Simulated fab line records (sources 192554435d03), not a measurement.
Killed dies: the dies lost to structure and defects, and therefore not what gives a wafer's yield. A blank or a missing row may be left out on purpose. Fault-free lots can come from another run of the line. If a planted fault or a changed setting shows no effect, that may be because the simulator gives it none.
fab line records	flow n5-finfet
record: lots: 10	wafers: 28	last-day: 19
route steps=1938 shown BEOL_M2@928 BEOL_M3@999 BEOL_M4@1111 PASSIVATION@1936
lots untouched by any fault: they come from a run of this same line in which no faults occurred
start-h: hours from the record's opening day to when the first of the lot's shown wafers began	wait-h: time in hours since the lot's previous step	" repeats the value in the row above	L1.1+2: a single row standing in for several wafers	- no value present, or no start provided	* or withheld: withheld	< > ~ a bound
route shown NAME@n: a module of which the file shows steps, and the number in the route of the first	usual: the fault-free wafers' mean and standard deviation	same: alike in all rows	chamber/n: place in a boat	sites: readings site by site	_std_site: their standard deviation	_edge_site: inner sites' mean taken away from outer sites' mean	radius-mm: how far each site lies from the wafer's centre	mask NAME#n: copy n	behind: the most recent tool/chamber to have shaped the wafer	hold: reason for holding the lot/hours on hold/outcome of the hold	device: the transistor (n, p or np) that didn't switch	end of line: tests of these same wafers at the route's end	a step given without rows: its recipe and nothing more	killed: dies that structure and defects cost at the first sort, which is not the same as the wafer's yield	map: per-die view of a wafer (x killed, . not killed, _ where there is no die)
set.NAME: the setting the step ran with; set.NAME@STEP: the setting that earlier step ran with	model.NAME: the simulator's own value behind a step, which no gauge read
the route's steps for a sample of lots (tables are steps, rows are wafers)
services: from which hour (start-h, from the record's first day; less than 0 if before it) a tool's chamber was out of use, for how many hours, and why
== steps ==
step: N5_BEOL_M2_DEP_57
recipe: material: SiCN	target-thk-a: 80	temp-c: withheld	precursor: 3MS/NH3	pressure-torr: 3	rf-w: 202	time-s: 14
usual: showerhead-plenum-p-Torr: 3.665/0.014	throttle-valve-pct: 9.3/0.45
lot.wafer	tool	chamber	start-h	wait-h	showerhead-plenum-p-Torr	throttle-valve-pct
L236.2	pecvd-01	2	193.91	0.0	3.641	9.9
L236.6	"	0	"	"	3.659	9.6
L238.1	pecvd-01	1	200.55	0.0	3.666	9.1
L238.3	"	0	"	"	3.664	9.8
L238.6	"	1	"	"	3.665	9.2
L240.1	pecvd-01	0	205.29	0.0	3.666	9.8
L240.2	"	2	"	"	3.646	10.4
L240.5	"	2	"	"	3.645	10.3
L242.1	pecvd-01	0	208.89	0.0	3.659	9.4
L242.2	"	1	"	"	3.670	9.1
L242.3	"	2	"	"	3.650	10.2
L246.2	pecvd-04	1	228.78	0.0	3.678	9.5
L246.5	"	1	"	"	3.681	9.6
L244.1	pecvd-01	1	229.03	0.0	3.682	9.1
L244.3	"	1	"	"	3.679	9.4
L244.6	"	1	"	"	3.687	9.2
L247.3	pecvd-04	0	248.03	0.0	3.694	9.7
L247.5	"	2	"	"	3.649	8.7
L247.6	"	1	"	"	3.682	9.4
L251.2	pecvd-02	2	264.39	0.0	3.658	8.5
L251.3	"	1	"	"	3.661	9.2
L251.6	"	0	"	"	3.668	9.3
L255.1	pecvd-04	2	291.49	0.0	3.656	8.7
L255.3	"	1	"	"	3.682	9.1
L255.4	"	2	"	"	3.651	8.7
L256.1	pecvd-01	1	306.00	0.0	3.671	9.4
L256.3	"	0	"	"	3.661	9.8
L256.6	"	2	"	"	3.644	9.2
step: N5_BEOL_M3_ANNEAL_82
recipe: temp-c: 400	time-s: 240	ambient: vacuum
usual: heater-power-w: 857/99
lot.wafer	tool	chamber	start-h	wait-h	heater-power-w
L236.2	pvd-sputter-03	-	199.49	0.0	787
L236.6	"	-	"	"	780
L238.1	pvd-sputter-02	-	219.74	0.0	729
L238.3	"	-	"	"	721
L238.6	"	-	"	"	864
L240.1	pvd-sputter-01	-	222.95	0.0	947
L240.2	"	-	"	"	961
L240.5	"	-	"	"	959
L242.1	pvd-sputter-03	-	232.73	0.0	756
L242.2	"	-	"	"	801
L242.3	"	-	"	"	880
L246.2	pvd-sputter-02	-	242.21	0.0	730
L246.5	"	-	"	"	837
L244.1	pvd-sputter-02	-	265.01	0.0	1068
L244.3	"	-	"	"	725
L244.6	"	-	"	"	847
L247.3	pvd-sputter-02	-	270.09	0.0	734
L247.5	"	-	"	"	732
L247.6	"	-	"	"	843
L251.2	pvd-sputter-01	-	278.08	0.0	946
L251.3	"	-	"	"	818
L251.6	"	-	"	"	808
L255.1	pvd-sputter-03	-	317.39	0.0	767
L255.3	"	-	"	"	818
L255.4	"	-	"	"	884
L256.1	pvd-sputter-02	-	321.41	0.0	854
L256.3	"	-	"	"	742
L256.6	"	-	"	"	698
step: N5_BEOL_M3_ANNEAL_91
recipe: temp-c: 400	time-s: 240	ambient: vacuum
usual: heater-power-w: 853/98
lot.wafer	tool	chamber	start-h	wait-h	heater-power-w
L236.2	pvd-sputter-03	-	200.15	0.0	755
L236.6	"	-	"	"	752
L238.1	pvd-sputter-02	-	220.40	0.0	730
L238.3	"	-	"	"	709
L238.6	"	-	"	"	826
L240.1	pvd-sputter-01	-	223.61	0.0	900
L240.2	"	-	"	"	962
L240.5	"	-	"	"	994
L242.1	pvd-sputter-03	-	233.39	0.0	781
L242.2	"	-	"	"	827
L242.3	"	-	"	"	877
L246.2	pvd-sputter-02	-	242.87	0.0	722
L246.5	"	-	"	"	851
L244.1	pvd-sputter-02	-	265.67	0.0	1032
L244.3	"	-	"	"	728
L244.6	"	-	"	"	834
L247.3	pvd-sputter-02	-	270.75	0.0	715
L247.5	"	-	"	"	726
L247.6	"	-	"	"	833
L251.2	pvd-sputter-01	-	278.74	0.0	925
L251.3	"	-	"	"	805
L251.6	"	-	"	"	788
L255.1	pvd-sputter-03	-	318.05	0.0	780
L255.3	"	-	"	"	815
L255.4	"	-	"	"	887
L256.1	pvd-sputter-02	-	322.07	0.0	842
L256.3	"	-	"	"	726
L256.6	"	-	"	"	738
step: N5_BEOL_M3_ANNEAL_51
recipe: temp-c: 225	time-s: 90	ambient: N2
usual: wafer_temp_C_max: 226.25/0.3
lot.wafer	tool	chamber	start-h	wait-h	wafer_temp_C_max
L236.2	rtp-anneal-01	0	200.97	0.1	226.04
L236.6	"	0	"	"	226.25
L238.1	rtp-anneal-02	0	221.17	0.1	225.70
L238.3	"	0	"	"	226.24
L238.6	"	0	"	"	226.04
L240.1	rtp-anneal-02	0	224.39	0.1	226.09
L240.2	"	0	"	"	226.26
L240.5	"	0	"	"	225.93
L242.1	rtp-anneal-02	0	234.17	0.1	226.39
L242.2	"	0	"	"	226.05
L242.3	"	0	"	"	226.31
L246.2	rtp-anneal-01	0	243.69	0.1	226.69
L246.5	"	0	"	"	227.14
L244.1	rtp-anneal-02	0	266.46	0.1	225.96
L244.3	"	0	"	"	225.72
L244.6	"	0	"	"	226.53
L247.3	rtp-anneal-02	0	271.70	0.2	226.47
L247.5	"	0	"	"	226.58
L247.6	"	0	"	"	226.14
L251.2	rtp-anneal-02	0	279.56	0.1	225.83
L251.3	"	0	"	"	226.03
L251.6	"	0	"	"	226.26
L255.1	rtp-anneal-02	0	318.83	0.1	226.03
L255.3	"	0	"	"	226.44
L255.4	"	0	"	"	226.38
L256.1	rtp-anneal-02	0	322.85	0.1	226.51
L256.3	"	0	"	"	226.24
L256.6	"	0	"	"	226.28
step: N5_BEOL_M3_THK_MEAS_53
recipe: thk-meas-gauge: xrf	reads: Cu_of_BEOL_M3_ECD_50
usual: M3_THK: 39.7/1.3
lot.wafer	tool	chamber	start-h	wait-h	M3_THK[nm]
L236.2	film-metro-02	-	201.52	-	37.0
L236.6	"	-	"	"	42.1
L238.1	film-metro-02	-	221.77	-	37.2
L238.3	"	-	"	"	38.7
L238.6	"	-	"	"	39.0
L240.1	film-metro-01	-	224.98	-	33.7
L240.2	"	-	"	"	40.3
L240.5	"	-	"	"	41.7
L242.1	film-metro-01	-	234.94	-	33.8
L242.2	"	-	"	"	36.4
L242.3	"	-	"	"	35.9
L246.2	film-metro-02	-	244.24	-	39.1
L246.5	"	-	"	"	40.5
L244.1	film-metro-02	-	267.06	-	35.2
L244.3	"	-	"	"	35.9
L244.6	"	-	"	"	35.3
L247.3	film-metro-02	-	272.26	-	39.6
L247.5	"	-	"	"	40.6
L247.6	"	-	"	"	41.6
L251.2	film-metro-02	-	280.11	-	38.3
L251.3	"	-	"	"	40.0
L251.6	"	-	"	"	40.8
L255.1	film-metro-01	-	319.42	-	38.6
L255.3	"	-	"	"	41.4
L255.4	"	-	"	"	40.7
L256.1	film-metro-02	-	323.44	-	37.2
L256.3	"	-	"	"	39.5
L256.6	"	-	"	"	39.7
step: N5_BEOL_M3_RS_MEAS_58
recipe: thk-meas-gauge: four-point-probe	reads: Co_of_BEOL_M3_CO_CAP_55+Cu_of_BEOL_M3_ECD_50+Co_of_BEOL_M3_CVD_47+TaN_of_BEOL_M3_ALD_84
usual: M3_RS: 0.667/0.029
lot.wafer	tool	chamber	start-h	wait-h	M3_RS[ohm/sq]
L236.2	film-metro-02	-	201.78	0.1	0.716
L236.6	"	-	"	"	0.614
L238.1	film-metro-01	-	222.03	0.0	0.715
L238.3	"	-	"	"	0.680
L238.6	"	-	"	"	0.669
L240.1	film-metro-02	-	225.24	0.0	0.833
L240.2	"	-	"	"	0.658
L240.5	"	-	"	"	0.630
L242.1	film-metro-02	-	235.32	0.1	0.816
L242.2	"	-	"	"	0.744
L242.3	"	-	"	"	0.762
L246.2	film-metro-02	-	244.50	0.1	0.675
L246.5	"	-	"	"	0.646
L244.1	film-metro-02	-	267.32	0.0	0.770
L244.3	"	-	"	"	0.738
L244.6	"	-	"	"	0.761
L247.3	film-metro-02	-	272.61	0.1	0.677
L247.5	"	-	"	"	0.658
L247.6	"	-	"	"	0.640
L251.2	film-metro-02	-	280.38	0.1	0.695
L251.3	"	-	"	"	0.659
L251.6	"	-	"	"	0.640
L255.1	film-metro-01	-	319.68	0.0	0.690
L255.3	"	-	"	"	0.633
L255.4	"	-	"	"	0.646
L256.1	film-metro-01	-	323.70	0.0	0.719
L256.3	"	-	"	"	0.669
L256.6	"	-	"	"	0.663
step: N5_BEOL_M4_RC_MEAS_101
usual: DIBL_N: 36.0/1.6	DIBL_P: 35.8/2	IOFF_N: 0.152/0.03	IOFF_P: 0.20/0.031	ION_N: 670/12	ION_P: 459/7.4	SS_N: 71.5/0.56	SS_P: 73.2/0.64	VT_N: 251/3.5	VT_P: -252/3.3
lot.wafer	tool	chamber	start-h	wait-h	DIBL_N[mV/V]	DIBL_P[mV/V]	IOFF_N[nA/um]	IOFF_P[nA/um]	ION_N[uA/um]	ION_P[uA/um]	SS_N[mV/dec]	SS_P[mV/dec]	VT_N[mV]	VT_P[mV]
L236.2	prober-01	0	214.81	0.2	36.7	37.3	0.176	0.21	670	452	71.8	73.2	251	-251
L236.6	"	0	"	"	35.8	35.5	0.165	0.19	667	456	71.8	73.5	247	-254
L238.1	prober-01	0	238.45	0.0	33.6	34.2	0.113	0.19	644	456	71.4	72.4	255	-247
L238.3	"	0	"	"	36.9	38.5	0.172	0.26	676	473	71.7	73.6	248	-245
L238.6	"	0	"	"	34.7	35.2	0.136	0.21	673	473	71.2	72.9	253	-248
L240.1	prober-01	0	241.38	0.0	33.4	30.6	0.099	0.15	645	449	70.3	71.7	256	-254
L240.2	"	0	"	"	34.5	33.8	0.123	0.19	671	467	70.3	72.5	252	-251
L240.5	"	0	"	"	36.9	35.4	0.152	0.20	662	460	72.2	73.3	249	-249
L242.1	prober-01	0	247.01	0.0	33.3	33.0	0.110	0.16	659	457	71.8	72.7	253	-254
L242.2	"	0	"	"	34.2	35.2	0.129	0.19	661	457	71.1	73.3	252	-252
L242.3	"	0	"	"	36.2	38.0	0.170	0.23	678	463	71.6	73.7	249	-247
L246.2	prober-02	0	262.26	0.2	37.8	39.2	0.176	0.22	676	456	71.8	73.7	249	-252
L246.5	"	0	"	"	36.2	37.3	0.152	0.19	668	456	71.5	73.2	251	-254
L244.1	prober-01	0	275.60	0.0	36.2	35.1	0.121	0.17	644	446	71.9	72.7	260	-257
L244.3	"	0	"	"	38.6	38.0	0.185	0.22	681	456	72.4	73.0	249	-249
L244.6	"	0	"	"	37.3	37.2	0.154	0.21	669	456	72.3	73.1	253	-252
L247.3	prober-01	0	285.29	0.3	34.8	36.5	0.157	0.21	672	461	71.3	72.7	249	-250
L247.5	"	0	"	"	37.0	39.1	0.203	0.26	695	470	71.8	73.6	245	-246
L247.6	"	0	"	"	37.5	39.4	0.224	0.26	686	466	72.0	73.6	243	-248
L251.2	prober-02	0	294.19	0.2	35.6	35.8	0.151	0.20	687	469	71.3	73.7	250	-250
L251.3	"	0	"	"	35.3	35.7	0.146	0.20	674	461	70.9	73.4	248	-251
L251.6	"	0	"	"	36.1	35.7	0.150	0.20	673	459	71.2	72.6	249	-249
L255.1	prober-01	0	342.77	0.0	35.3	36.1	0.156	0.23	681	467	71.0	73.7	248	-249
L255.3	"	0	"	"	35.7	36.1	0.171	0.22	677	468	71.2	74.0	249	-250
L255.4	"	0	"	"	37.0	37.1	0.177	0.23	676	465	71.9	74.4	251	-250
L256.1	prober-02	0	347.34	0.0	34.3	34.4	0.129	0.17	655	454	70.4	72.7	250	-253
L256.3	"	0	"	"	31.8	30.1	0.087	0.11	632	435	71.7	71.6	259	-261
L256.6	"	0	"	"	33.2	32.1	0.113	0.14	658	449	71.2	72.2	255	-258
step: N5_PASSIVATION_PROBE_49
usual: defect-limited-yield: 91.6/1.4	killed_at_M0_to_M3: 33/10	killed_at_M4_up: 13/5.3	killed-at-contacts: 13/5.9	killed-at-front-end: 36/12	killed-at-other: 4/3.1	killed-dies: 99/16	killed-open: 65/13	killed-short: 32/7.3	sort_bin_5_function: 4.9/0.9	sort_bin_6_memory: 3.1/0.66	sort_bin_8_speed: 0.0/0.42	sort-n-pass: 1081/17
same: gross-dies: 1180	killed-at-back-side: 0	sort_bin_4_leakage[%]: 0
lot.wafer	tool	chamber	start-h	wait-h	defect-limited-yield[%]	killed_at_M0_to_M3	killed_at_M4_up	killed-at-contacts	killed-at-front-end	killed-at-other	killed-dies	killed-open	killed-short	sort_bin_5_function[%]	sort_bin_6_memory[%]	sort_bin_8_speed[%]	sort-n-pass
L236.2	prober-01	-	321.06	0.1	91.9	30	5	23	30	7	95	49	43	5.0	2.9	0	1085
L236.6	prober-01	-	321.26	0.3	91.4	39	9	22	31	0	101	65	36	5.3	2.8	0	1079
L238.1	prober-01	-	336.55	0.0	91.8	32	17	17	31	0	97	70	18	4.4	3.1	0.2	1081
L238.3	prober-01	-	336.65	0.1	90.9	50	18	5	32	2	107	74	32	5.3	3.6	0	1073
L238.6	prober-01	-	336.80	0.3	91.4	46	12	10	24	9	101	74	27	5.7	2.6	0	1079
L240.1	prober-01	-	341.40	0.0	91.7	31	13	9	42	3	98	64	33	5.5	2.4	0	1082
L240.2	prober-01	-	341.45	0.1	90.8	28	8	14	40	18	108	69	36	6.0	3.1	0	1072
L240.5	prober-01	-	341.60	0.2	91.1	32	17	19	36	1	105	74	30	5.5	3.2	0	1075
L242.1	prober-01	-	350.02	0.0	92.7	25	13	9	38	1	86	49	32	4.1	2.8	0.2	1094
L242.2	prober-01	-	350.07	0.1	93.4	17	14	9	36	2	78	49	27	4.4	2.0	0	1102
L242.3	prober-01	-	350.12	0.1	92.9	25	6	11	41	1	84	49	34	4.8	2.1	0	1096
L246.2	prober-02	-	365.97	0.1	90.8	37	20	12	37	2	108	83	24	6.4	2.6	0	1072
L246.5	prober-02	-	366.12	0.2	92.4	19	13	15	38	5	90	63	25	4.2	3.1	0	1090
L244.1	prober-02	-	379.39	0.0	87.4	52	11	9	72	5	149	106	43	7.2	5.0	0.3	1028
L244.3	prober-02	-	379.49	0.1	89.3	30	6	8	80	2	126	76	34	5.3	3.6	0	1054
L244.6	prober-02	-	379.64	0.3	90.5	31	11	9	52	9	112	80	31	5.7	3.6	0	1068
L247.3	prober-01	-	398.02	0.1	92.6	13	9	18	45	2	87	49	37	4.6	2.5	0	1093
L247.5	prober-01	-	398.12	0.2	92.5	22	13	17	34	3	89	63	24	4.2	3.1	0	1091
L247.6	prober-01	-	398.17	0.3	91.6	22	12	21	40	4	99	52	45	4.5	3.4	0	1081
L251.2	prober-01	-	404.33	0.1	93.4	18	13	11	28	8	78	50	25	3.7	2.7	0	1102
L251.3	prober-01	-	404.38	0.1	92.6	22	16	13	31	5	87	56	27	4.5	2.4	0	1093
L251.6	prober-01	-	404.53	0.3	91.5	30	18	5	42	5	100	58	35	4.7	3.6	0	1080
L256.1	prober-01	-	447.76	0.0	91.5	34	10	18	26	12	100	68	31	5.5	2.7	0	1080
L256.3	prober-01	-	447.86	0.1	92.5	41	12	14	20	2	89	65	24	5.0	2.0	4.9	1033
L256.6	prober-01	-	448.01	0.3	90.8	42	13	21	32	0	108	76	29	5.0	4.0	0	1072
L255.1	prober-01	-	459.06	0.0	92.5	30	13	14	23	8	88	55	33	3.8	3.6	0	1092
L255.3	prober-01	-	459.16	0.1	92.3	31	5	16	27	12	91	69	22	4.1	3.4	0	1089
L255.4	prober-01	-	459.21	0.2	91.5	36	9	20	28	7	100	63	36	4.8	3.4	0	1080
killed by level:class
L236.2 MOL_CONTACT_COAG:geometric-particle:open=12 DUMMY_GATE:geometric-particle:open=11 MOL_CONTACT_COAG:geometric-particle:short=9 BEOL_M0_SAQP:geometric-particle:short=9 BEOL_M0_SAQP:geometric-particle:open=9 FIN_SAQP:geometric-particle:short=6 PAD_METAL:geometric-particle:short=5 BEOL_M2:geometric-particle:open=4
L236.6 MOL_CONTACT_COAG:geometric-particle:open=19 BEOL_M2:geometric-particle:open=12 BEOL_M0_SAQP:geometric-particle:short=9 BEOL_M0_SAQP:geometric-particle:open=8 STI_FIN_REVEAL:geometric-particle:open=7 FIN_SAQP:geometric-particle:short=6 BEOL_M2:geometric-particle:short=4 STARTING-WAFER:geometric-particle:open=4
L238.1 BEOL_M2:geometric-particle:open=14 MOL_CONTACT_COAG:geometric-particle:open=14 FIN_SAQP:geometric-particle:open=9 BEOL_M1:geometric-particle:open=9 BEOL_M4:geometric-particle:open=8 HKMG_FIN:area-etch=8 STARTING-WAFER:geometric-particle:open=4 BEOL_M0_SAQP:geometric-particle:short=4
L238.3 FIN_SAQP:geometric-particle:open=13 BEOL_M2:geometric-particle:open=10 FIN_SAQP:geometric-particle:short=9 BEOL_M0_SAQP:geometric-particle:open=8 BEOL_M0:geometric-particle:open=8 BEOL_M0_SAQP:geometric-particle:short=7 BEOL_M5:geometric-particle:open=7 BEOL_M4:geometric-particle:open=7
L238.6 BEOL_M2:geometric-particle:open=17 BEOL_M0_SAQP:geometric-particle:open=10 FIN_SAQP:geometric-particle:open=9 MOL_CONTACT_COAG:geometric-particle:open=8 BEOL_M4:geometric-particle:open=7 BEOL_M1:geometric-particle:open=6 FIN_SAQP:geometric-particle:short=5 BEOL_M0_SAQP:geometric-particle:short=5
L240.1 BEOL_M3:geometric-particle:open=15 STI_FIN_REVEAL:geometric-particle:open=13 FIN_SAQP:geometric-particle:open=10 FIN_SAQP:geometric-particle:short=8 GATE_CUT:geometric-particle:short=5 MOL_CONTACT_COAG:geometric-particle:open=5 MOL_CONTACT_COAG:geometric-particle:short=4 BEOL_M0_SAQP:geometric-particle:short=4
L240.2 FIN_SAQP:geometric-particle:open=16 MOL_CONTACT_COAG:geometric-particle:open=9 BEOL_M0_SAQP:geometric-particle:open=9 STI_FIN_REVEAL:geometric-particle:open=8 PASS1_CAP:geometric-particle:open=6 MIM_BOT:geometric-particle:short=5 PASS1_CAP:geometric-particle:short=5 FIN_SAQP:geometric-particle:short=4
L240.5 MOL_CONTACT_COAG:geometric-particle:open=14 FIN_SAQP:geometric-particle:open=10 BEOL_M0_SAQP:geometric-particle:open=6 STI_FIN_REVEAL:geometric-particle:open=5 GATE_CUT:geometric-particle:open=5 MOL_CONTACT_COAG:geometric-particle:short=5 BEOL_M1:geometric-particle:open=5 BEOL_M4:geometric-particle:open=5
L242.1 FIN_SAQP:geometric-particle:short=11 MOL_CONTACT_COAG:geometric-particle:open=8 STI_FIN_REVEAL:geometric-particle:open=7 BEOL_M0_SAQP:geometric-particle:open=7 BEOL_M0_SAQP:geometric-particle:short=7 BEOL_M2:geometric-particle:open=4 BEOL_M4:geometric-particle:open=4 FIN_SAQP:geometric-particle:open=3
L242.2 FIN_SAQP:geometric-particle:short=10 MOL_CONTACT_COAG:geometric-particle:open=9 FIN_SAQP:geometric-particle:open=6 GATE_CUT:geometric-particle:short=5 BEOL_M0_SAQP:geometric-particle:open=5 BEOL_M2:geometric-particle:open=5 BEOL_M4:geometric-particle:open=5 STI_FIN_REVEAL:geometric-particle:open=4
L242.3 FIN_SAQP:geometric-particle:short=13 MOL_CONTACT_COAG:geometric-particle:open=10 FIN_SAQP:geometric-particle:open=6 DUMMY_GATE:geometric-particle:open=6 BEOL_M0_SAQP:geometric-particle:open=4 BEOL_M1:geometric-particle:open=4 BEOL_M2:geometric-particle:open=4 DUMMY_GATE:geometric-particle:short=3
L246.2 BEOL_M3:geometric-particle:open=14 MOL_CONTACT_COAG:geometric-particle:open=12 BEOL_M4:geometric-particle:open=10 BEOL_M0_SAQP:geometric-particle:open=9 GATE_CUT:geometric-particle:open=8 GATE_CUT:geometric-particle:short=7 DUMMY_GATE:geometric-particle:open=5 FIN_SAQP:geometric-particle:open=4
L246.5 MOL_CONTACT_COAG:geometric-particle:open=13 BEOL_M4:geometric-particle:open=9 FIN_SAQP:geometric-particle:short=8 FIN_SAQP:geometric-particle:open=7 DUMMY_GATE:geometric-particle:open=6 STI_FIN_REVEAL:geometric-particle:open=5 BEOL_M0:geometric-particle:open=5 BEOL_M3:geometric-particle:open=5
L244.1 FIN_SAQP:geometric-particle:open=22 STI_FIN_REVEAL:geometric-particle:open=21 FIN_SAQP:geometric-particle:short=14 BEOL_M2:geometric-particle:open=14 MOL_CONTACT_COAG:geometric-particle:open=9 BEOL_M0_SAQP:geometric-particle:short=7 BEOL_M1:geometric-particle:open=7 BEOL_M3:geometric-particle:open=7
L244.3 FIN_SAQP:geometric-particle:open=22 STI_FIN_REVEAL:geometric-particle:open=17 HKMG_FIN:area-etch=15 FIN_SAQP:geometric-particle:short=14 BEOL_M3:geometric-particle:open=7 BEOL_M0_SAQP:geometric-particle:open=5 BEOL_M1:geometric-particle:open=4 STARTING-WAFER:geometric-particle:open=4
L244.6 FIN_SAQP:geometric-particle:open=20 FIN_SAQP:geometric-particle:short=12 STI_FIN_REVEAL:geometric-particle:open=7 MOL_CONTACT_COAG:geometric-particle:open=7 BEOL_M2:geometric-particle:open=6 BEOL_M1:geometric-particle:open=5 BEOL_M3:geometric-particle:open=5 MIM_TOP_ETCH:geometric-particle:open=5
L247.3 FIN_SAQP:geometric-particle:short=19 MOL_CONTACT_COAG:geometric-particle:open=16 FIN_SAQP:geometric-particle:open=5 DUMMY_GATE:geometric-particle:open=4 GATE_CUT:geometric-particle:short=4 BEOL_M2:geometric-particle:open=4 STI_FIN_REVEAL:geometric-particle:open=3 STARTING-WAFER:geometric-particle:open=3
L247.5 MOL_CONTACT_COAG:geometric-particle:open=15 STI_FIN_REVEAL:geometric-particle:open=7 DUMMY_GATE:geometric-particle:open=7 GATE_CUT:geometric-particle:short=5 BEOL_M0:geometric-particle:open=5 BEOL_M3:geometric-particle:open=5 BEOL_M4:geometric-particle:open=4 BEOL_M5:geometric-particle:open=4
L247.6 FIN_SAQP:geometric-particle:short=19 MOL_CONTACT_COAG:geometric-particle:open=15 BEOL_M0_SAQP:geometric-particle:short=10 FIN_SAQP:geometric-particle:open=9 MOL_CONTACT_COAG:geometric-particle:short=6 BEOL_M5:geometric-particle:open=6 BEOL_M0_SAQP:geometric-particle:open=5 PASS1_CAP:geometric-particle:short=4
L251.2 MOL_CONTACT_COAG:geometric-particle:open=8 GATE_CUT:geometric-particle:short=7 FIN_SAQP:geometric-particle:short=6 MIM_BOT:geometric-particle:open=5 BEOL_M0_SAQP:geometric-particle:short=5 DUMMY_GATE:geometric-particle:open=4 BEOL_M3:geometric-particle:open=4 BEOL_M5:geometric-particle:open=4
L251.3 MOL_CONTACT_COAG:geometric-particle:open=12 GATE_CUT:geometric-particle:open=8 BEOL_M3:geometric-particle:open=7 BEOL_M0_SAQP:geometric-particle:open=6 BEOL_M4:geometric-particle:open=6 BEOL_M4:geometric-particle:short=4 STI_FIN_REVEAL:geometric-particle:open=3 GATE_CUT:geometric-particle:short=3
L251.6 GATE_CUT:geometric-particle:short=9 BEOL_M0_SAQP:geometric-particle:short=7 GATE_CUT:geometric-particle:open=6 BEOL_M0_SAQP:geometric-particle:open=6 BEOL_M5:geometric-particle:open=6 STI_FIN_REVEAL:geometric-particle:open=5 BEOL_M3:geometric-particle:open=5 STARTING-WAFER:geometric-particle:short=4
L256.1 MOL_CONTACT_COAG:geometric-particle:open=15 BEOL_M1:geometric-particle:open=8 STI_FIN_REVEAL:geometric-particle:open=7 GATE_CUT:geometric-particle:short=7 BEOL_M0_SAQP:geometric-particle:short=6 BEOL_M2:geometric-particle:open=6 BEOL_M3:geometric-particle:open=5 FIN_SAQP:geometric-particle:short=4
L256.3 MOL_CONTACT_COAG:geometric-particle:open=12 BEOL_M1:geometric-particle:open=10 BEOL_M0_SAQP:geometric-particle:open=9 BEOL_M2:geometric-particle:open=8 BEOL_M0_SAQP:geometric-particle:short=7 BEOL_M4:geometric-particle:open=6 GATE_CUT:geometric-particle:short=6 GATE_CUT:geometric-particle:open=5
L256.6 MOL_CONTACT_COAG:geometric-particle:open=17 BEOL_M1:geometric-particle:open=10 BEOL_M2:geometric-particle:open=9 FIN_SAQP:geometric-particle:open=6 DUMMY_GATE:geometric-particle:open=6 BEOL_M0:geometric-particle:open=6 BEOL_M0_SAQP:geometric-particle:short=5 BEOL_M4:geometric-particle:open=5
L255.1 MOL_CONTACT_COAG:geometric-particle:open=12 BEOL_M0_SAQP:geometric-particle:short=7 BEOL_M4:geometric-particle:open=6 BEOL_M0_SAQP:geometric-particle:open=4 BEOL_M2:geometric-particle:short=4 BEOL_M3:geometric-particle:open=4 FIN_SAQP:geometric-particle:open=3 GATE_CUT:geometric-particle:short=3
L255.3 MOL_CONTACT_COAG:geometric-particle:open=15 FIN_SAQP:geometric-particle:open=9 BEOL_M0_SAQP:geometric-particle:open=8 STI_FIN_REVEAL:geometric-particle:open=7 BEOL_M1:geometric-particle:open=6 BEOL_M2:geometric-particle:open=5 FIN_SAQP:geometric-particle:short=4 BEOL_M0_SAQP:geometric-particle:short=4
L255.4 BEOL_M3:geometric-particle:open=17 MOL_CONTACT_COAG:geometric-particle:open=16 FIN_SAQP:geometric-particle:short=6 BEOL_M3:geometric-particle:short=5 BEOL_M2:geometric-particle:open=5 MOL_CONTACT_COAG:geometric-particle:short=4 BEOL_M0_SAQP:geometric-particle:open=4 STI_FIN_REVEAL:geometric-particle:short=3
== services ==
tool	chamber	start-h	hours	kind
pecvd-04	1	196.95	5.5	scheduled-down
pecvd-04	-	203.08	1.3	repair
pecvd-01	2	215.87	20.5	repair
pecvd-02	1	233.21	2.1	scheduled-down
pecvd-01	2	236.42	-	clean
pecvd-01	2	236.42	-	consumable-replace:showerhead
pecvd-01	2	236.42	29.0	scheduled-down
pecvd-01	2	236.42	29.0	vent-cycle
pecvd-04	0	256.02	5.2	repair
pecvd-02	0	273.00	5.5	scheduled-down
pecvd-04	2	301.00	2.5	repair
pecvd-04	1	322.83	2.1	scheduled-down
== key ==
first-sign: step: N5_BEOL_M3_THK_MEAS_53	reading: M3_THK	direction: down	sigmas: 3.5	usual: 39.7	struck: 35.0
effect: step: N5_BEOL_M3_RS_MEAS_58	reading: M3_RS	direction: up	sigmas: 3.8	usual: 0.667	struck: 0.780
met-at N5_BEOL_M2_DEP_57
struck-lots L240,L242,L244
struck-wafers L240.1,L242.1,L242.3,L244.1,L244.3,L244.6
baseline-loss: step: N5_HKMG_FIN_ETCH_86	wafers: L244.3
not-acting-at N5_BEOL_M3_ANNEAL_82,N5_BEOL_M3_ANNEAL_91,N5_BEOL_M3_ANNEAL_51
onset-between 200.55 205.29
fault: kind: process-parameter-drift	tool: pecvd-01	chamber: -	onset-h: 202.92	steps: N5_BEOL_M2_DEP_57	channel: time-s	offset: *	shape: step	end-h: 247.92	scope: struck-wafers-only	acts-in: *	stated: *
baseline-loss: these wafers lose ten dies or more at that step, a loss of the line's own and not of a fault; the sort's usual values leave them out
